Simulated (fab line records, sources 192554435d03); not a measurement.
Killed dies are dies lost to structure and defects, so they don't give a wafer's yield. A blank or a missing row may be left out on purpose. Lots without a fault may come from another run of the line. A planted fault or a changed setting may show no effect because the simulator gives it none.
fab line records | flow n5_finfet | part 1 of 2: steps 1 to 21 of 30
record lots=5 wafers=15 last_day=15
route steps=1938 shown BEOL_M8@1371
lots that met no fault: from a run of the same line without faults
start_h: hours from the record's first day to the start of the lot's first wafer shown | wait_h: hours since the lot's step before | " the same as in the row above | L1.1+2: a row that stands for several wafers | - no value, or no start given | * or withheld: withheld | < > ~ a bound
route shown NAME@n: a module of which the file shows steps, and the number in the route of the first | usual: mean/standard deviation of fault-free wafers | same: alike in all rows | chamber/n: place in a boat | sites: the reading at each site | _std_site: their standard deviation | _edge_site: outer sites' mean less inner sites' | radius_mm: how far each site lies from the wafer's centre | mask NAME#n: copy n | behind: the tool/chamber that last shaped the wafer | hold: why the lot was held/for how many hours/how that ended | device: the transistor (n, p or np) that didn't switch | end of line: the same wafers' tests at the end of the route | a step without rows: its recipe alone | killed: dies lost to structure and defects at the first sort, not the wafer's yield | map: a wafer's dies, x killed, . not, _ none there
set.NAME: the setting as run; set.NAME@STEP: as run at that earlier step | model.NAME: the simulator's own value behind a step, which no gauge read
lots at some steps of the route; a table a step, a row a wafer
services: from which hour (start_h, from the record's first day; less than 0 if before it) a tool's chamber was out of use, for how many hours, and why
## steps
# step N5_BEOL_M8_ETCH_66
# recipe chemistry=N2/H2 target=SOC target_depth_a=800 overetch_a=160 mask_material=SiARC temp_c=40 time_s=120 ion_energy_ev=200 pressure_mtorr=30 source_w=840 bias_w=150 n2_flow_sccm=200 h2_flow_sccm=200
# usual drypump_motor_current_A=5.7/0.54 oes_product_au=0.61/0.067 rf_vpp_V=524.4/2.2 showerhead_plenum_p_Torr=2.55/0.076 throttle_valve_pct=17.81/0.23
# columns lot.wafer tool chamber start_h wait_h drypump_motor_current_A oes_product_au rf_hours_counter_h rf_vpp_V showerhead_plenum_p_Torr throttle_valve_pct
L074.4 rie_diel-06 2 199.25 0.0 6.6 0.53 234 525.0 2.60 17.86
L074.5 " 2 " " 6.6 0.53 - 525.4 2.60 17.85
L074.6 " 3 " " 5.8 0.56 - 525.2 2.54 18.02
L081.2 rie_diel-05 3 244.16 0.0 5.7 0.63 75 527.9 2.68 17.50
L081.4 " 1 " " 5.7 0.59 123 527.5 2.66 18.01
L081.6 " 0 " " 6.6 0.76 - 524.1 2.50 17.49
L083.1 rie_diel-06 1 255.88 0.0 5.2 0.56 175 523.6 2.52 17.59
L083.4 " 1 " " 5.2 0.56 - 524.6 2.52 17.60
L083.5 " 3 " " 5.8 0.54 - 524.6 2.53 18.04
L084.2 rie_diel-06 2 281.45 0.0 6.6 0.74 6 524.3 2.59 17.49
L084.3 " 1 " " 5.2 0.55 185 522.3 2.52 17.61
L084.4 " 3 " " 5.8 0.54 197 524.3 2.53 18.09
L085.1 rie_diel-06 3 284.12 0.0 5.8 0.55 198 524.3 2.53 18.08
L085.5 " 1 " " 5.1 0.56 - 524.6 2.52 17.60
L085.6 " 2 " " 6.6 0.74 - 526.6 2.59 17.49
# step N5_BEOL_M8_STRIP_69
# recipe chemistry=N2/H2 temp_c=40 n2_flow_sccm=200 h2_flow_sccm=200 rf_frequency_hz=6e+07
# columns lot.wafer tool chamber start_h wait_h
L074.4+5+6 rie_diel-06 2,2,3 199.33 0.0
L081.2+4+6 rie_diel-05 3,1,0 244.24 0.0
L083.1+4+5 rie_diel-06 1,1,3 255.96 0.0
L084.2+3+4 rie_diel-06 2,1,3 281.53 0.0
L085.1+5+6 rie_diel-06 3,1,2 284.20 0.0
# step N5_BEOL_M8_STRIP_73
# recipe chemistry=N2/H2 temp_c=40 n2_flow_sccm=200 h2_flow_sccm=200 rf_frequency_hz=6e+07
# columns lot.wafer tool chamber start_h wait_h
L074.4+5+6 rie_diel-06 2,2,3 199.34 0.0
L081.2+4+6 rie_diel-05 3,1,0 244.25 0.0
L083.1+4+5 rie_diel-06 1,1,3 255.97 0.0
L084.2+3+4 rie_diel-06 2,1,3 281.54 0.0
L085.1+5+6 rie_diel-06 3,1,2 284.21 0.0
# step N5_BEOL_M8_VIA_ETCH_34
# recipe chemistry=C4F6/O2 target=SiCOH_lowk target_depth_a=1255 mask_material=SOC taper_deg=4 time_s=50.5 ion_energy_ev=250 pressure_mtorr=30 source_w=345 bias_w=185 Ar_flow_sccm=300 C4F6_flow_sccm=10 O2_flow_sccm=10
# usual drypump_motor_current_A=5.7/0.55 oes_product_au=0.79/0.092 rf_vpp_V=672/9.8 showerhead_plenum_p_Torr=2.86/0.081 throttle_valve_pct=20.95/0.21
# columns lot.wafer tool chamber start_h wait_h drypump_motor_current_A oes_product_au rf_hours_counter_h rf_vpp_V showerhead_plenum_p_Torr throttle_valve_pct
L074.4 rie_diel-06 2 199.35 0.0 6.6 0.68 234 675 2.93 21.08
L074.5 " 2 " " 6.6 0.69 - 676 2.93 21.09
L074.6 " 3 " " 5.8 0.73 - 665 2.82 21.04
L081.2 rie_diel-05 3 244.26 0.0 5.7 0.82 75 665 2.99 20.60
L081.4 " 1 " " 5.8 0.76 123 692 2.96 21.04
L081.6 " 0 " " 6.6 1.00 - 666 2.82 20.64
L083.1 rie_diel-06 1 255.98 0.0 5.2 0.73 176 660 2.85 20.88
L083.4 " 1 " " 5.2 0.73 - 661 2.85 20.87
L083.5 " 3 " " 5.8 0.72 - 663 2.81 21.06
L084.2 rie_diel-06 2 281.55 0.0 6.6 0.96 6 675 2.92 20.80
L084.3 " 1 " " 5.1 0.72 185 660 2.85 20.87
L084.4 " 3 " " 5.8 0.70 197 664 2.81 21.09
L085.1 rie_diel-06 3 284.22 0.0 5.8 0.70 198 663 2.81 21.09
L085.5 " 1 " " 5.2 0.72 - 661 2.85 20.88
L085.6 " 2 " " 6.6 0.95 - 674 2.92 20.80
# step N5_BEOL_M8_STRIP_76
# recipe chemistry=C4F6/O2 resist=SiARC rf_frequency_hz=6e+07
# columns lot.wafer tool chamber start_h wait_h
L074.4+5+6 rie_diel-06 2,2,3 199.39 0.0
L081.2+4+6 rie_diel-05 3,1,0 244.30 0.0
L083.1+4+5 rie_diel-06 1,1,3 256.02 0.0
L084.2+3+4 rie_diel-06 2,1,3 281.59 0.0
L085.1+5+6 rie_diel-06 3,1,2 284.27 0.0
# step N5_BEOL_M8_STRIP_36
# recipe chemistry=N2/H2 power_w=450 temp_c=40 pressure_mtorr=20 rf_frequency_hz=6e+07 overash_fraction=0.3 bias_power_w=7 h2_frac=0.5 n2_flow_sccm=200 h2_flow_sccm=200
# usual bias_power_w=7.001/0.021 drypump_motor_current_A=5.7/0.54 oes_product_au=0.79/0.091 rf_vpp_V=59.3/1.4 showerhead_plenum_p_Torr=2.55/0.076 throttle_valve_pct=23.58/0.26
# columns lot.wafer tool chamber start_h wait_h bias_power_w drypump_motor_current_A oes_product_au rf_hours_counter_h rf_vpp_V showerhead_plenum_p_Torr throttle_valve_pct
L074.4 rie_diel-06 2 199.40 0.0 6.991 6.6 0.69 234 60.0 2.60 23.40
L074.5 " 2 " " 7.017 6.6 0.69 - 57.7 2.60 23.41
L074.6 " 3 " " 6.984 5.8 0.73 - 59.7 2.53 23.73
L081.2 rie_diel-05 3 244.31 0.0 7.032 5.7 0.82 75 58.7 2.67 23.27
L081.4 " 1 " " 7.022 5.7 0.76 123 57.1 2.66 23.86
L081.6 " 0 " " 6.994 6.6 0.97 - 59.0 2.49 23.51
L083.1 rie_diel-06 1 256.03 0.0 7.033 5.1 0.73 176 61.6 2.52 23.25
L083.4 " 1 " " 7.000 5.2 0.73 - 59.7 2.52 23.26
L083.5 " 3 " " 6.987 5.8 0.71 - 60.1 2.53 23.76
L084.2 rie_diel-06 2 281.60 0.0 6.988 6.6 0.95 6 58.9 2.59 23.20
L084.3 " 1 " " 7.012 5.1 0.72 185 59.5 2.51 23.26
L084.4 " 3 " " 6.972 5.8 0.70 197 61.5 2.52 23.81
L085.1 rie_diel-06 3 284.28 0.0 6.979 5.8 0.70 198 59.3 2.52 23.78
L085.5 " 1 " " 6.997 5.2 0.72 - 59.3 2.51 23.27
L085.6 " 2 " " 6.973 6.6 0.96 - 58.2 2.59 23.21
# step N5_BEOL_M8_TRENCH_ETCH_37
# recipe chemistry=C4F6/O2 target_depth_a=934.78 target=SiCOH_lowk time_s=31.2 ion_energy_ev=250 pressure_mtorr=30 source_w=345 bias_w=185 Ar_flow_sccm=300 C4F6_flow_sccm=10 O2_flow_sccm=10
# usual drypump_motor_current_A=5.7/0.55 oes_product_au=0.79/0.093 rf_vpp_V=672/9.7 showerhead_plenum_p_Torr=2.86/0.081 throttle_valve_pct=20.98/0.21
# columns lot.wafer tool chamber start_h wait_h drypump_motor_current_A oes_product_au rf_hours_counter_h rf_vpp_V showerhead_plenum_p_Torr throttle_valve_pct
L074.4 rie_diel-06 2 - - 6.6 0.69 234 675 2.93 21.12
L074.5 " 2 " " 6.6 0.69 - 677 2.93 21.11
L074.6 " 3 " " 5.8 0.72 - 663 2.82 21.08
L081.2 rie_diel-05 3 - - 5.7 0.81 75 667 2.99 20.61
L081.4 " 1 " " 5.7 0.77 123 692 2.96 21.06
L081.6 " 0 " " 6.6 1.01 - 666 2.82 20.68
L083.1 rie_diel-06 1 - - 5.1 0.73 176 661 2.85 20.89
L083.4 " 1 " " 5.1 0.73 - 661 2.85 20.90
L083.5 " 3 " " 5.8 0.71 - 663 2.81 21.10
L084.2 rie_diel-06 2 - - 6.6 0.97 6 675 2.92 20.82
L084.3 " 1 " " 5.2 0.71 185 660 2.85 20.91
L084.4 " 3 " " 5.7 0.70 197 665 2.81 21.11
L085.1 rie_diel-06 3 - - 5.8 0.70 198 664 2.81 21.11
L085.5 " 1 " " 5.2 0.72 - 660 2.85 20.90
L085.6 " 2 " " 6.6 0.94 - 676 2.91 20.81
# step N5_BEOL_M8_ETCH_41
# recipe chemistry=CH3F/O2 target=SiCN target_depth_a=319 taper_deg=2 time_s=57.8 ion_energy_ev=120 mask_material=TiN pressure_mtorr=30 source_w=395 bias_w=75 Ar_flow_sccm=150 CH3F_flow_sccm=30 O2_flow_sccm=20
# usual drypump_motor_current_A=5.6/0.54 oes_product_au=0.79/0.093 rf_vpp_V=297.5/1.5 showerhead_plenum_p_Torr=2.01/0.059 throttle_valve_pct=16.37/0.23
# columns lot.wafer tool chamber start_h wait_h drypump_motor_current_A oes_product_au rf_hours_counter_h rf_vpp_V showerhead_plenum_p_Torr throttle_valve_pct
L074.4 rie_diel-06 2 - - 6.6 0.69 234 299.0 2.06 16.57
L074.5 " 2 " " 6.6 0.69 - 298.0 2.06 16.56
L074.6 " 3 " " 5.8 0.72 - 297.7 1.98 16.53
L081.2 rie_diel-05 3 - - 5.7 0.82 75 299.7 2.10 16.02
L081.4 " 1 " " 5.7 0.76 123 298.9 2.09 16.48
L081.6 " 0 " " 6.6 1.00 - 296.8 1.98 15.93
L083.1 rie_diel-06 1 - - 5.2 0.72 176 297.2 2.00 16.30
L083.4 " 1 " " 5.2 0.73 - 297.2 2.00 16.31
L083.5 " 3 " " 5.7 0.71 - 296.6 1.98 16.58
L084.2 rie_diel-06 2 - - 6.6 0.95 6 298.7 2.05 16.16
L084.3 " 1 " " 5.1 0.71 185 296.8 2.00 16.34
L084.4 " 3 " " 5.8 0.71 197 297.0 1.97 16.57
L085.1 rie_diel-06 3 - - 5.8 0.70 198 296.8 1.97 16.58
L085.5 " 1 " " 5.1 0.73 - 296.9 2.00 16.34
L085.6 " 2 " " 6.6 0.95 - 298.7 2.05 16.16
# step N5_BEOL_M8_STRIP_80
# recipe chemistry=N2/H2 time_s=10 power_w=450 temp_c=40 pressure_mtorr=20 rf_frequency_hz=6e+07 bias_power_w=7 n2_flow_sccm=200 h2_flow_sccm=200
# usual bias_power_w=6.998/0.023 drypump_motor_current_A=5.7/0.54 oes_product_au=0.79/0.092 rf_vpp_V=59.1/0.92 showerhead_plenum_p_Torr=2.55/0.076 throttle_valve_pct=23.59/0.26
# columns lot.wafer tool chamber start_h wait_h bias_power_w drypump_motor_current_A oes_product_au rf_hours_counter_h rf_vpp_V showerhead_plenum_p_Torr throttle_valve_pct
L074.4 rie_diel-06 2 - - 6.959 6.6 0.69 234 58.1 2.60 23.42
L074.5 " 2 " " 6.979 6.6 0.69 - 59.4 2.60 23.43
L074.6 " 3 " " 7.000 5.8 0.73 - 59.3 2.53 23.74
L081.2 rie_diel-05 3 - - 6.999 5.7 0.83 75 58.2 2.67 23.29
L081.4 " 1 " " 6.991 5.8 0.76 123 59.0 2.66 23.86
L081.6 " 0 " " 6.929 6.6 1.00 - 58.5 2.49 23.53
L083.1 rie_diel-06 1 - - 7.013 5.2 0.72 176 59.8 2.52 23.26
L083.4 " 1 " " 6.996 5.2 0.72 - 59.6 2.52 23.26
L083.5 " 3 " " 6.997 5.8 0.71 - 58.9 2.53 23.78
L084.2 rie_diel-06 2 - - 7.019 6.6 0.96 6 60.3 2.59 23.21
L084.3 " 1 " " 7.045 5.2 0.72 185 58.4 2.52 23.27
L084.4 " 3 " " 7.049 5.8 0.71 197 59.8 2.52 23.78
L085.1 rie_diel-06 3 - - 7.032 5.8 0.71 198 58.9 2.52 23.78
L085.5 " 1 " " 7.006 5.1 0.72 - 58.0 2.51 23.28
L085.6 " 2 " " 6.992 6.6 0.95 - 60.2 2.59 23.23
# step N5_BEOL_M8_OCD_MEAS_38
# usual trench_depth_nm=92.8/1.4
# columns lot.wafer tool chamber start_h wait_h trench_depth_nm
L074.4 ocd-02 - 199.60 - 91.7
L074.5 " - " " 91.3
L074.6 " - " " 92.4
L081.2 ocd-01 - 244.51 - 93.9
L081.4 " - " " 92.8
L081.6 " - " " 96.6
L083.1 ocd-01 - 256.23 - 92.7
L083.4 " - " " 92.2
L083.5 " - " " 91.6
L084.2 ocd-02 - 281.80 - 93.3
L084.3 " - " " 91.9
L084.4 " - " " 91.6
L085.1 ocd-01 - 284.47 - 92.0
L085.5 " - " " 91.9
L085.6 " - " " 91.6
# step N5_BEOL_M8_HM_STRIP_39
# recipe chemistry=peroxide_tin_strip material=TiN target_depth_a=250 temp_c=50 time_s=158
# columns lot.wafer tool chamber start_h wait_h
L074.4+5+6 wet_bench-03 3,2,6 199.63 0.0
L081.2+4+6 wet_bench-02 1,6,0 244.54 0.0
L083.1+4+5 wet_bench-02 3,5,7 256.26 0.0
L084.2+3+4 wet_bench-03 2,5,0 281.83 0.0
L085.1+5+6 wet_bench-02 5,0,3 284.51 0.0
# step N5_BEOL_M8_SRD_40
# recipe time_s=30 temp_c=23 rinse_liquid=diw dry=ipa_marangoni
# columns lot.wafer tool chamber start_h wait_h
L074.4+5+6 wet_bench-03 3,2,6 199.68 0.0
L081.2+4+6 wet_bench-02 1,6,0 244.59 0.0
L083.1+4+5 wet_bench-02 3,5,7 256.31 0.0
L084.2+3+4 wet_bench-03 2,5,0 281.87 0.0
L085.1+5+6 wet_bench-02 5,0,3 284.55 0.0
# step N5_BEOL_M8_PRECLEAN_42
# recipe chemistry=residue_remover time_s=60 temp_c=40
# columns lot.wafer tool chamber start_h wait_h
L074.4+5+6 wet_bench-03 3,2,6 199.69 0.0
L081.2+4+6 wet_bench-02 1,6,0 244.61 0.0
L083.1+4+5 wet_bench-02 3,5,7 256.33 0.0
L084.2+3+4 wet_bench-03 2,5,0 281.89 0.0
L085.1+5+6 wet_bench-02 5,0,3 284.57 0.0
# step N5_BEOL_M8_SRD_43
# recipe time_s=30 temp_c=23 rinse_liquid=diw dry=ipa_marangoni
# columns lot.wafer tool chamber start_h wait_h
L074.4+5+6 wet_bench-03 3,2,6 199.71 0.0
L081.2+4+6 wet_bench-02 1,6,0 244.62 0.0
L083.1+4+5 wet_bench-02 3,5,7 256.34 0.0
L084.2+3+4 wet_bench-03 2,5,0 281.91 0.0
L085.1+5+6 wet_bench-02 5,0,3 284.59 0.0
# step N5_BEOL_M8_CD_MEAS_35
# recipe target_cd_nm=40 polarity=opening
# usual cd_nm=40.2/0.57
# columns lot.wafer tool chamber start_h wait_h cd_nm
L074.4 cd_sem-03 - 199.75 0.0 41.3
L074.5 " - " " 40.3
L074.6 " - " " 39.6
L081.2 cd_sem-02 - 244.66 0.0 40.7
L081.4 " - " " 40.7
L081.6 " - " " 40.6
L083.1 cd_sem-03 - 256.38 0.0 40.1
L083.4 " - " " 39.8
L083.5 " - " " 39.2
L084.2 cd_sem-02 - 281.95 0.0 40.5
L084.3 " - " " 40.2
L084.4 " - " " 39.7
L085.1 cd_sem-02 - 284.63 0.0 39.2
L085.5 " - " " 40.5
L085.6 " - " " 40.7
# step N5_BEOL_M8_CURE_75
# recipe temp_c=370 time_s=120 ambient=DMADMS/He material=SiCOH_lowk
# usual lamp_power_pct=52.31/0.05 wafer_temp_C_max=371.9/0.74
# columns lot.wafer tool chamber start_h wait_h lamp_power_pct wafer_temp_C_max
L074.4 uv_cure-01 2 200.05 0.3 52.33 372.1
L074.5 " 2 " " 52.32 372.5
L074.6 " 2 " " 52.25 372.4
L081.2 uv_cure-01 1 244.75 0.1 52.33 372.3
L081.4 " 1 " " 52.29 372.4
L081.6 " 1 " " 52.24 371.8
L083.1 uv_cure-03 1 256.43 0.0 52.31 371.8
L083.4 " 1 " " 52.36 371.3
L083.5 " 1 " " 52.34 371.0
L084.2 uv_cure-02 1 282.04 0.1 52.28 372.2
L084.3 " 1 " " 52.35 371.4
L084.4 " 1 " " 52.30 370.8
L085.1 uv_cure-02 2 284.67 0.0 52.36 372.2
L085.5 " 2 " " 52.26 371.2
L085.6 " 2 " " 52.24 372.0
# step N5_BEOL_M8_DEGAS_44
# recipe ambient=vacuum temp_c=250 time_s=60
# usual heater_power_w=342/30 susceptor_temp_C=250.00/0.17
# columns lot.wafer tool chamber start_h wait_h heater_power_w susceptor_temp_C
L074.4 pvd_sputter-03 - 200.30 0.2 363 250.35
L074.5 " - " " 340 249.89
L074.6 " - " " 353 250.03
L081.2 pvd_sputter-03 - 246.94 2.1 278 249.81
L081.4 " - " " 349 250.06
L081.6 " - " " 341 250.04
L083.1 pvd_sputter-01 - 256.75 0.3 311 249.83
L083.4 " - " " 384 250.16
L083.5 " - " " 313 249.75
L084.2 pvd_sputter-01 - 282.32 0.2 373 250.28
L084.3 " - " " 297 249.93
L084.4 " - " " 324 250.10
L085.1 pvd_sputter-01 - 285.02 0.3 381 249.91
L085.5 " - " " 380 250.11
L085.6 " - " " 288 250.03
# step N5_BEOL_M8_PRE_CLEAN_45
# recipe gas=H2/He time_s=30 temp_c=250
# usual heater_power_w=342/30 susceptor_temp_C=250.01/0.18
# columns lot.wafer tool chamber start_h wait_h heater_power_w susceptor_temp_C
L074.4 pvd_sputter-03 - 200.34 0.0 349 249.84
L074.5 " - " " 337 249.96
L074.6 " - " " 353 249.76
L081.2 pvd_sputter-03 - 246.98 0.0 273 249.84
L081.4 " - " " 356 250.02
L081.6 " - " " 340 250.21
L083.1 pvd_sputter-01 - 256.79 0.0 327 249.95
L083.4 " - " " 374 249.41
L083.5 " - " " 307 249.71
L084.2 pvd_sputter-01 - 282.36 0.0 381 249.82
L084.3 " - " " 297 249.77
L084.4 " - " " 324 249.78
L085.1 pvd_sputter-01 - 285.06 0.0 373 250.22
L085.5 " - " " 374 250.27
L085.6 " - " " 296 249.86
# step N5_BEOL_M8_ALD_77
# recipe material=TaN target_thk_a=20 temp_c=275 ald_precursor_family=PDMAT ald_co_reactant=NH3 pressure_torr=3 carrier_flow_sccm=1500 pulse_time_s=2 purge_time_s=3 co_reactant_purge_time_s=2 co_reactant_pulse_time_s=3 ald_cycles=40 precursor_vessel_temp_c=75 precursor_vessel_pressure_torr=26.25 precursor_vessel_carrier_sccm=1000
# usual heater_power_w=439/40 susceptor_temp_C=275.00/0.19
# same co_reactant_pulse_time_s=3
# columns lot.wafer tool chamber start_h wait_h heater_power_w since_wet_clean_h susceptor_temp_C
L074.4 ald_metal-02 2 200.42 0.1 472 2940 275.06
L074.5 " 0 " " 432 - 274.82
L074.6 " 3 " " 475 - 275.02
L081.2 ald_metal-02 2 247.04 0.0 479 2987 275.24
L081.4 " 0 " " 423 2987 274.82
L081.6 " 2 " " 469 - 274.80
L083.1 ald_metal-01 0 256.85 0.0 496 6074 275.02
L083.4 " 3 " " 479 6074 275.01
L083.5 " 1 " " 363 - 274.99
L084.2 ald_metal-04 0 282.43 0.0 481 1484 274.79
L084.3 " 2 " " 426 1484 274.61
L084.4 " 2 " " 434 - 274.54
L085.1 ald_metal-01 0 285.14 0.1 496 6102 274.88
L085.5 " 0 " " 500 - 274.87
L085.6 " 1 " " 372 - 274.86
# step N5_BEOL_M8_SURFACE_TREAT_79
# recipe gas=Ar time_s=* ion_energy_ev=* ion_current_ma_cm2=0.5 pressure_mtorr=* ar_flow_sccm=30
# usual throttle_valve_pct=*
# columns lot.wafer tool chamber start_h wait_h throttle_valve_pct
L074.4 pvd_sputter-03 - 200.72 0.2 *
L074.5 " - " " *
L074.6 " - " " *
L081.2 pvd_sputter-02 - 247.33 0.2 *
L081.4 " - " " *
L081.6 " - " " *
L083.1 pvd_sputter-01 - 257.13 0.2 *
L083.4 " - " " *
L083.5 " - " " *
L084.2 pvd_sputter-02 - 282.75 0.2 *
L084.3 " - " " *
L084.4 " - " " *
L085.1 pvd_sputter-01 - 285.50 0.2 *
L085.5 " - " " *
L085.6 " - " " *
# step N5_BEOL_M8_CVD_78
# recipe material=Co target_thk_a=20 temp_c=withheld precursor=CCTBA/H2 pressure_torr=30 time_s=142.3
# columns lot.wafer tool chamber start_h wait_h since_wet_clean_h
L074.4 cvd_co-02 1 201.06 0.3 -
L074.5 " 2 " " -
L074.6 " 0 " " -
L081.2 cvd_co-01 2 247.47 0.1 329
L081.4 " 0 " " -
L081.6 " 1 " " -
L083.1 cvd_co-01 0 257.20 0.1 799
L083.4 " 2 " " -
L083.5 " 0 " " -
L084.2 cvd_co-02 2 283.04 0.3 582
L084.3 " 1 " " 146
L084.4 " 1 " " -
L085.1 cvd_co-02 2 285.58 0.1 584
L085.5 " 0 " " -
L085.6 " 1 " " -
